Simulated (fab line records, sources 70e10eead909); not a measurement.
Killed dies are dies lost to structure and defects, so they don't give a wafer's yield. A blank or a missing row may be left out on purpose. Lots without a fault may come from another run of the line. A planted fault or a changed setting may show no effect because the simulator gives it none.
Chamber matching | flow nand_harc | NHARC_A_CONTACT_ETCH_88 on rie_diel-02: 4 sister chambers
The step etches the open film in CF4, target depth 39 nm, time 65 s. 4 wafers are shown with their chamber, then 8 later ones without.

WAFERS WITH THEIR CHAMBER
wafer  | chamber | showerhead_plenum_p_Torr (Torr)
L754.1 | 2       | 1.65
L754.5 | 1       | 1.82
L754.6 | 0       | 1.82
L764.2 | 3       | 1.83

WAFERS WITHOUT THEIR CHAMBER
wafer  | showerhead_plenum_p_Torr (Torr)
L764.3 | 1.64
L764.6 | 1.83
L768.1 | 1.82
L768.2 | 1.64
L768.5 | 1.82
L767.1 | 1.64
L767.2 | 1.82
L767.5 | 1.82

WHICH CHAMBER EACH WENT THROUGH
wafer  | from the rows above          | in truth
L764.3 | 2                            | 2
L764.6 | can't be placed: 3 or 0 or 1 | 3
L768.1 | can't be placed: 0 or 1 or 3 | 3
L768.2 | 2                            | 2
L768.5 | can't be placed: 0 or 1 or 3 | 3
L767.1 | 2                            | 2
L767.2 | can't be placed: 0 or 1 or 3 | 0
L767.5 | can't be placed: 0 or 1 or 3 | 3
Placed correctly: 3 of 8. Can't be placed from these rows: 5 (the true chamber is among the candidates in 5). Placed wrongly: 0.
How it was worked out, from the rows above alone: a wafer's distance from a chamber is the root of the sum, over the readings, of the square of ((its reading less the chamber's mean) divided by the reading's scatter). The wafer belongs to the nearest chamber; if the next one is less than 2 further off, it can't be placed. A chamber's mean is the mean of its shown wafers. The scatter: with one shown wafer a chamber, the root of the mean of the squares of how far each hidden wafer lies from its nearest shown one.
